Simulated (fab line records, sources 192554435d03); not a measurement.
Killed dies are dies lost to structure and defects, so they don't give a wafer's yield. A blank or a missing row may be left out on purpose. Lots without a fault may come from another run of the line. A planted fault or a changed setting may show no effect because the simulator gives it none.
Chamber matching | flow n5_finfet | N5_PASSIVATION_VIA_ETCH_13 on rie_diel-06: 4 sister chambers
The step etches SiO2 in CHF3/O2, target depth 660 nm, time 330 s. 8 wafers are shown with their chamber, then 12 later ones without.

WAFERS WITH THEIR CHAMBER
wafer  | chamber | drypump_motor_current_A (A) | showerhead_plenum_p_Torr (Torr)
L082.4 | 2       | 5.9                         | 2.37
L091.1 | 1       | 6.4                         | 2.53
L091.3 | 3       | 6.0                         | 2.35
L089.2 | 2       | 5.9                         | 2.36
L089.4 | 3       | 6.0                         | 2.35
L092.2 | 1       | 6.3                         | 2.53
L092.4 | 0       | 5.8                         | 2.30
L092.6 | 0       | 5.8                         | 2.30

WAFERS WITHOUT THEIR CHAMBER
wafer  | drypump_motor_current_A (A) | showerhead_plenum_p_Torr (Torr)
L094.4 | 6.4                         | 2.53
L094.5 | 5.7                         | 2.29
L094.6 | 6.3                         | 2.53
L095.1 | 6.0                         | 2.35
L095.4 | 5.8                         | 2.29
L095.5 | 5.9                         | 2.36
L096.1 | 5.8                         | 2.29
L096.2 | 6.4                         | 2.53
L096.5 | 6.0                         | 2.35
L097.2 | 6.0                         | 2.35
L097.3 | 5.8                         | 2.29
L097.4 | 5.9                         | 2.36

WHICH CHAMBER EACH WENT THROUGH
wafer  | from the rows above | in truth
L094.4 | 1                   | 1
L094.5 | 0                   | 0
L094.6 | 1                   | 1
L095.1 | 3                   | 3
L095.4 | 0                   | 0
L095.5 | 2                   | 2
L096.1 | 0                   | 0
L096.2 | 1                   | 1
L096.5 | 3                   | 3
L097.2 | 3                   | 3
L097.3 | 0                   | 0
L097.4 | 2                   | 2
Placed correctly: 12 of 12. Can't be placed from these rows: 0. Placed wrongly: 0.
How it was worked out, from the rows above alone: a wafer's distance from a chamber is the root of the sum, over the readings, of the square of ((its reading less the chamber's mean) divided by the reading's scatter). The wafer belongs to the nearest chamber; if the next one is less than 2 further off, it can't be placed. A chamber's mean is the mean of its shown wafers. The scatter: the root of (the sum of the squares of (reading less its chamber's mean) over the shown wafers, divided by (wafers less chambers)).
